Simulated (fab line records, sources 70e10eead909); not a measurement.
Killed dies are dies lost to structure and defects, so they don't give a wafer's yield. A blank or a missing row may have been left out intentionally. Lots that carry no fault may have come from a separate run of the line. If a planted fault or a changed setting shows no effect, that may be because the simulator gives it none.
fab line records + flow nand_harc
record
- lots=7
- wafers=20
- last_day=32
route steps=1302 shown A_DECK1_JOINT@537 A_ONON_D2@545
lots untouched by any fault: they come from a run of this same line in which no faults occurred
start_h: hours from the record's first day to the start of the lot's first wafer shown + wait_h: time in hours since the lot's previous step + " repeats the value in the row above + L1.1+2: one row covering several wafers at once + - no value present, or no start provided + * or withheld: withheld + < > ~ a bound
route shown NAME@n: a module of which the file shows steps, and the number in the route of the first + usual: mean/standard deviation taken from wafers without a fault + same: alike in all rows + chamber/n: place in a boat + sites: the reading at each site + _std_site: their standard deviation + _edge_site: outer sites' mean less inner sites' + radius_mm: how far each site lies from the wafer's centre + mask NAME#n: copy n + behind: tool/chamber where the wafer was last shaped + hold: reason for holding the lot/hours on hold/outcome of the hold + device: transistor that didn't switch, given as n, p or np + end of line: at the end of the route, the tests of the same wafers + step lacking rows: just its recipe + killed: dies lost to structure and defects at the first sort, not the wafer's yield + map: a wafer's dies, x killed, . not, _ none there
set.NAME: the run value of the setting; set.NAME@STEP: its run value at that earlier step + model.NAME: the simulator's own value behind a step, which no gauge read
lots seen at some steps along the route; tables by step, rows by wafer
services: from which hour (start_h, from the record's first day; less than 0 if before it) a tool's chamber was out of use, for how many hours, and why
## steps
# step NHARC_A_DECK1_JOINT_ANNEAL_28
# recipe
- temp_c=500
- time_s=1800
- idle_temp_c=400
- ramp_up_c_per_min=10
- densification_p_h2o_torr=640
# step NHARC_A_DECK1_JOINT_ANNEAL_29
# recipe
- temp_c=750
- time_s=1800
- idle_temp_c=500
- ramp_up_c_per_min=10
- ramp_down_c_per_min=3
# step NHARC_A_DECK1_JOINT_CMP_02
# recipe
- material=SiOx
# usual
- motor_current_A=11.5/1
| lot.wafer | tool   | chamber | start_h | wait_h | motor_current_A |
|-----------|--------|---------|---------|--------|-----------------|
| L289.1    | cmp-04 | 2       | 328.33  | 0.4    | 13.2            |
| L289.3    | "      | 3       | "       | "      | 12.6            |
| L289.6    | "      | 2       | "       | "      | 12.9            |
| L290.1    | cmp-02 | 3       | 346.97  | 0.4    | 10.1            |
| L290.4    | "      | 0       | "       | "      | 12.5            |
| L290.5    | "      | 0       | "       | "      | 11.9            |
| L295.3    | cmp-04 | 2       | 388.38  | 0.4    | 13.6            |
| L295.2    | "      | 3       | "       | "      | 12.6            |
| L295.6    | "      | 1       | "       | "      | 10.3            |
| L296.3    | cmp-01 | 2       | 404.42  | 0.4    | 11.3            |
| L296.2    | "      | 3       | "       | "      | 11.9            |
| L298.2    | cmp-01 | 3       | 411.21  | 0.4    | 11.8            |
| L298.3    | "      | 1       | "       | "      | 12.3            |
| L298.5    | "      | 3       | "       | "      | 11.7            |
| L297.3    | cmp-02 | 3       | 411.23  | 0.4    | 10.4            |
| L297.6    | "      | 2       | "       | "      | 11.5            |
| L297.5    | "      | 3       | "       | "      | 10.5            |
| L300.3    | cmp-01 | 0       | 445.58  | 0.4    | 11.9            |
| L300.2    | "      | 1       | "       | "      | 11.7            |
| L300.5    | "      | 1       | "       | "      | 12.2            |
# step NHARC_A_DECK1_JOINT_SRD_15
# step NHARC_A_DECK1_JOINT_DEP_16
# recipe
- target_thk_a=450
- temp_c=400
- pressure_torr=6.5
- rf_w=900
- teos_flow_sccm=161.4
- flow_sccm=2650
- target_thk_nm=45
- gas=O2
- material=SiO2
# usual
- heater_power_w=568/89
- throttle_valve_pct=16.1/0.61
| lot.wafer | tool     | chamber | start_h | wait_h | heater_power_w | throttle_valve_pct |
|-----------|----------|---------|---------|--------|----------------|--------------------|
| L289.1    | pecvd-02 | 2       | 328.72  | 0.1    | 532            | 17.1               |
| L289.3    | "        | 0       | "       | "      | 691            | 15.8               |
| L289.6    | "        | 0       | "       | "      | 685            | 15.8               |
| L290.1    | pecvd-01 | 0       | 347.42  | 0.1    | 438            | 15.7               |
| L290.5    | "        | 1       | "       | "      | 656            | 16.6               |
| L290.4    | "        | 2       | "       | "      | 603            | 14.9               |
| L295.2    | pecvd-04 | 2       | 388.78  | 0.1    | 679            | 16.6               |
| L295.3    | "        | 0       | "       | "      | 515            | 16.0               |
| L295.6    | "        | 2       | "       | "      | 688            | 16.5               |
| L296.3    | pecvd-02 | 2       | 404.81  | 0.1    | 606            | 17.2               |
| L296.2    | "        | 0       | "       | "      | 750            | 15.8               |
| L298.2    | pecvd-01 | 1       | 411.64  | 0.1    | 582            | 16.7               |
| L298.3    | "        | 2       | "       | "      | 594            | 15.0               |
| L298.5    | "        | 1       | "       | "      | 568            | 16.5               |
| L297.3    | pecvd-04 | 1       | 411.66  | 0.1    | 507            | 16.3               |
| L297.5    | "        | 2       | "       | "      | 664            | 16.6               |
| L297.6    | "        | 1       | "       | "      | 512            | 16.1               |
| L300.2    | pecvd-04 | 0       | 445.97  | 0.1    | 441            | 16.1               |
| L300.3    | "        | 2       | "       | "      | 626            | 16.6               |
| L300.5    | "        | 1       | "       | "      | 565            | 16.2               |
# step NHARC_A_DECK1_JOINT_THK_MEAS_17
# recipe
- thk_meas_gauge=ellipsometry
# usual
- thk_nm=45.0/1.2
| lot.wafer | tool          | chamber | start_h | wait_h | thk_nm |
|-----------|---------------|---------|---------|--------|--------|
| L289.1    | film_metro-01 | -       | 329.00  | 0.3    | 42.8   |
| L289.3    | "             | -       | "       | "      | 44.4   |
| L289.6    | "             | -       | "       | "      | 44.6   |
| L290.1    | film_metro-02 | -       | 347.65  | 0.2    | 46.0   |
| L290.4    | "             | -       | "       | "      | 44.1   |
| L290.5    | "             | -       | "       | "      | 44.7   |
| L295.2    | film_metro-02 | -       | 389.10  | 0.3    | 46.1   |
| L295.3    | "             | -       | "       | "      | 47.5   |
| L295.6    | "             | -       | "       | "      | 44.5   |
| L296.2    | film_metro-01 | -       | 405.09  | 0.2    | 44.4   |
| L296.3    | "             | -       | "       | "      | 43.5   |
| L297.3    | film_metro-02 | -       | 411.88  | 0.2    | 46.0   |
| L297.5    | "             | -       | "       | "      | 45.4   |
| L297.6    | "             | -       | "       | "      | 47.4   |
| L298.2    | film_metro-01 | -       | 411.96  | 0.3    | 46.3   |
| L298.3    | "             | -       | "       | "      | 45.4   |
| L298.5    | "             | -       | "       | "      | 45.8   |
| L300.2    | film_metro-02 | -       | 446.26  | 0.3    | 44.4   |
| L300.3    | "             | -       | "       | "      | 43.1   |
| L300.5    | "             | -       | "       | "      | 44.8   |
# step NHARC_A_DECK1_JOINT_INSPECT_05
# usual
- raw_defect_count=328/120
| lot.wafer | tool              | chamber | start_h | wait_h | raw_defect_count |
|-----------|-------------------|---------|---------|--------|------------------|
| L289.1    | defect_inspect-02 | -       | 329.04  | 0.0    | 224              |
| L289.3    | "                 | -       | "       | "      | 191              |
| L289.6    | "                 | -       | "       | "      | 188              |
| L290.1    | defect_inspect-02 | -       | 347.68  | 0.0    | 372              |
| L290.4    | "                 | -       | "       | "      | 232              |
| L290.5    | "                 | -       | "       | "      | 334              |
| L295.2    | defect_inspect-02 | -       | 389.14  | 0.0    | 417              |
| L295.3    | "                 | -       | "       | "      | 477              |
| L295.6    | "                 | -       | "       | "      | 458              |
| L296.2    | defect_inspect-02 | -       | 405.12  | 0.0    | 277              |
| L296.3    | "                 | -       | "       | "      | 171              |
| L297.3    | defect_inspect-02 | -       | 411.92  | 0.0    | 649              |
| L297.5    | "                 | -       | "       | "      | 462              |
| L297.6    | "                 | -       | "       | "      | 487              |
| L298.2    | defect_inspect-02 | -       | 412.00  | 0.0    | 181              |
| L298.3    | "                 | -       | "       | "      | 202              |
| L298.5    | "                 | -       | "       | "      | 203              |
| L300.2    | defect_inspect-02 | -       | 446.29  | 0.0    | 208              |
| L300.3    | "                 | -       | "       | "      | 451              |
| L300.5    | "                 | -       | "       | "      | 298              |
# step NHARC_A_ONON_D2_DEP_00
# recipe
- target_thk_a=10000
- n2_flow_sccm=2750
- n2o_flow_sccm=2000
- nh3_flow_sccm=500
- sih4_flow_sccm=210
- temp_c=400
# step NHARC_A_ONON_D2_THK_MEAS_02
# recipe
- thk_meas_gauge=ellipsometry
# usual
- thk_nm=1004/9.2
| lot.wafer | tool          | chamber | start_h | wait_h | thk_nm |
|-----------|---------------|---------|---------|--------|--------|
| L289.1    | film_metro-01 | -       | 329.62  | -      | 1001   |
| L289.3    | "             | -       | "       | "      | 1004   |
| L289.6    | "             | -       | "       | "      | 1003   |
| L290.1    | film_metro-02 | -       | 348.26  | -      | 997    |
| L290.4    | "             | -       | "       | "      | 1001   |
| L290.5    | "             | -       | "       | "      | 1000   |
| L295.2    | film_metro-01 | -       | 389.71  | -      | 988    |
| L295.3    | "             | -       | "       | "      | 988    |
| L295.6    | "             | -       | "       | "      | 990    |
| L296.2    | film_metro-01 | -       | 405.70  | -      | 1013   |
| L296.3    | "             | -       | "       | "      | 1014   |
| L297.3    | film_metro-01 | -       | 412.49  | -      | 993    |
| L297.5    | "             | -       | "       | "      | 993    |
| L297.6    | "             | -       | "       | "      | 993    |
| L298.2    | film_metro-02 | -       | 412.58  | -      | 1002   |
| L298.3    | "             | -       | "       | "      | 1003   |
| L298.5    | "             | -       | "       | "      | 1002   |
| L300.2    | film_metro-02 | -       | 446.87  | -      | 1007   |
| L300.3    | "             | -       | "       | "      | 1005   |
| L300.5    | "             | -       | "       | "      | 1007   |
# step NHARC_A_ONON_D2_DEP_03
# recipe
- target_thk_a=10000
- n2_flow_sccm=2750
- n2o_flow_sccm=2000
- nh3_flow_sccm=500
- sih4_flow_sccm=210
- temp_c=400
# step NHARC_A_ONON_D2_THK_MEAS_05
# recipe
- thk_meas_gauge=ellipsometry
# usual
- thk_nm=998/8.7
| lot.wafer | tool          | chamber | start_h | wait_h | thk_nm |
|-----------|---------------|---------|---------|--------|--------|
| L289.1    | film_metro-02 | -       | 330.18  | -      | 980    |
| L289.3    | "             | -       | "       | "      | 981    |
| L289.6    | "             | -       | "       | "      | 980    |
| L290.1    | film_metro-02 | -       | 348.83  | -      | 996    |
| L290.4    | "             | -       | "       | "      | 997    |
| L290.5    | "             | -       | "       | "      | 994    |
| L295.2    | film_metro-01 | -       | 390.28  | -      | 993    |
| L295.3    | "             | -       | "       | "      | 990    |
| L295.6    | "             | -       | "       | "      | 991    |
| L296.2    | film_metro-02 | -       | 406.27  | -      | 997    |
| L296.3    | "             | -       | "       | "      | 996    |
| L297.3    | film_metro-02 | -       | 413.05  | -      | 991    |
| L297.5    | "             | -       | "       | "      | 993    |
| L297.6    | "             | -       | "       | "      | 991    |
| L298.2    | film_metro-01 | -       | 413.14  | -      | 999    |
| L298.3    | "             | -       | "       | "      | 1000   |
| L298.5    | "             | -       | "       | "      | 999    |
| L300.2    | film_metro-02 | -       | 447.46  | -      | 997    |
| L300.3    | "             | -       | "       | "      | 995    |
| L300.5    | "             | -       | "       | "      | 994    |
# step NHARC_A_ONON_D2_DEP_06
# recipe
- target_thk_a=10000
- n2_flow_sccm=2750
- n2o_flow_sccm=2000
- nh3_flow_sccm=500
- sih4_flow_sccm=210
- temp_c=400
| lot.wafer  | tool          | chamber | start_h | wait_h |
|------------|---------------|---------|---------|--------|
| L289.1+3+6 | pecvd_onon-04 | 0       | 330.24  | 0.1    |
| L290.1+4+5 | pecvd_onon-02 | 0       | 348.88  | 0.1    |
| L295.2+3+6 | pecvd_onon-02 | 0       | 390.40  | 0.1    |
| L296.2+3   | pecvd_onon-02 | 0       | 406.39  | 0.1    |
| L297.3+5+6 | pecvd_onon-02 | 0       | 413.22  | 0.2    |
| L298.2+3+5 | pecvd_onon-04 | 0       | 413.26  | 0.1    |
| L300.2+3+5 | pecvd_onon-04 | 0       | 447.58  | 0.1    |
# step NHARC_A_ONON_D2_THK_MEAS_08
# recipe
- thk_meas_gauge=ellipsometry
# usual
- thk_nm=998/9.6
| lot.wafer | tool          | chamber | start_h | wait_h | thk_nm |
|-----------|---------------|---------|---------|--------|--------|
| L289.1    | film_metro-02 | -       | 330.75  | -      | 993    |
| L289.3    | "             | -       | "       | "      | 994    |
| L289.6    | "             | -       | "       | "      | 993    |
| L290.1    | film_metro-02 | -       | 349.40  | -      | 1003   |
| L290.4    | "             | -       | "       | "      | 1003   |
| L290.5    | "             | -       | "       | "      | 1003   |
| L295.2    | film_metro-02 | -       | 390.86  | -      | 1515   |
| L295.3    | "             | -       | "       | "      | 1516   |
| L295.6    | "             | -       | "       | "      | 1005   |
| L296.2    | film_metro-02 | -       | 406.84  | -      | 1502   |
| L296.3    | "             | -       | "       | "      | 1505   |
| L297.3    | film_metro-01 | -       | 413.62  | -      | 1511   |
| L297.5    | "             | -       | "       | "      | 1002   |
| L297.6    | "             | -       | "       | "      | 1001   |
| L298.2    | film_metro-02 | -       | 413.71  | -      | 999    |
| L298.3    | "             | -       | "       | "      | 999    |
| L298.5    | "             | -       | "       | "      | 1000   |
| L300.2    | film_metro-02 | -       | 448.03  | -      | 992    |
| L300.3    | "             | -       | "       | "      | 991    |
| L300.5    | "             | -       | "       | "      | 991    |
# step NHARC_A_ONON_D2_DEP_09
# recipe
- target_thk_a=10000
- n2_flow_sccm=2750
- n2o_flow_sccm=2000
- nh3_flow_sccm=500
- sih4_flow_sccm=210
- temp_c=400
## services
| tool          | chamber | start_h | hours | kind   |
|---------------|---------|---------|-------|--------|
| pecvd-04      | 0       | 306.16  | 4.7   | repair |
| cmp-04        | -       | 308.20  | 4.0   | pm     |
| pecvd_onon-04 | -       | 311.30  | 13.0  | pm     |
| pecvd-01      | -       | 311.68  | 13.0  | pm     |
| pecvd-04      | -       | 323.02  | 1.2   | repair |
| cmp-02        | -       | 330.80  | 4.0   | pm     |
| cmp-04        | -       | 331.37  | 2.2   | repair |
| pecvd-04      | -       | 334.83  | 0.5   | repair |
| cmp-02        | -       | 336.44  | 1.5   | repair |
| cmp-01        | -       | 338.28  | 4.4   | repair |
| pecvd-04      | -       | 344.25  | 0.9   | repair |
| pecvd_onon-02 | -       | 366.00  | 13.0  | pm     |
| cmp-04        | -       | 373.86  | 1.7   | repair |
| cmp-02        | -       | 375.35  | 3.0   | repair |
| cmp-02        | -       | 378.86  | 1.8   | repair |
| pecvd-04      | 1       | 381.27  | 7.6   | repair |
| cmp-01        | -       | 381.50  | 4.0   | pm     |
| cmp-02        | -       | 383.15  | 1.5   | repair |
| cmp-01        | -       | 397.77  | 1.0   | repair |
| pecvd-01      | 0       | 403.66  | 14.5  | repair |
| cmp-04        | -       | 406.20  | 4.0   | pm     |
| pecvd-02      | -       | 408.33  | 13.0  | pm     |
| cmp-02        | -       | 428.80  | 4.0   | pm     |
| cmp-02        | -       | 439.21  | 0.3   | repair |
## key
first_sign
- step=NHARC_A_ONON_D2_THK_MEAS_08
- reading=thk_nm
- direction=up
- sigmas=53
- usual=998
- struck=1510
effect none on later readings
met_at NHARC_A_ONON_D2_DEP_06
struck_wafers L295.2,L295.3,L296.2,L296.3,L297.3
sort_left_out L295.2,L295.3,L296.2,L296.3,L297.3
tester_left_out L295,L296,L297
onset_between 348.88 390.40
fault
- kind=process_parameter_drift
- tool=pecvd_onon-02
- chamber=-
- onset_h=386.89
- steps=NHARC_A_ONON_D2_DEP_06
- channel=target_thk_a
- offset=*
- shape=step
- end_h=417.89
- scope=struck_wafers_only
- acts_in=*
- stated=*
# tester_left_out: of these lots the tester's yield and bins aren't shown, on N5 and GAA mostly nor the transistor test; their killed dies are dies lost to structure and defects alone, not to doping, threshold or leakage, so they don't give the yield
# sort_left_out: the simulated sort isn't trusted on such a fault, so these wafers' sort isn't shown, and their yield isn't known
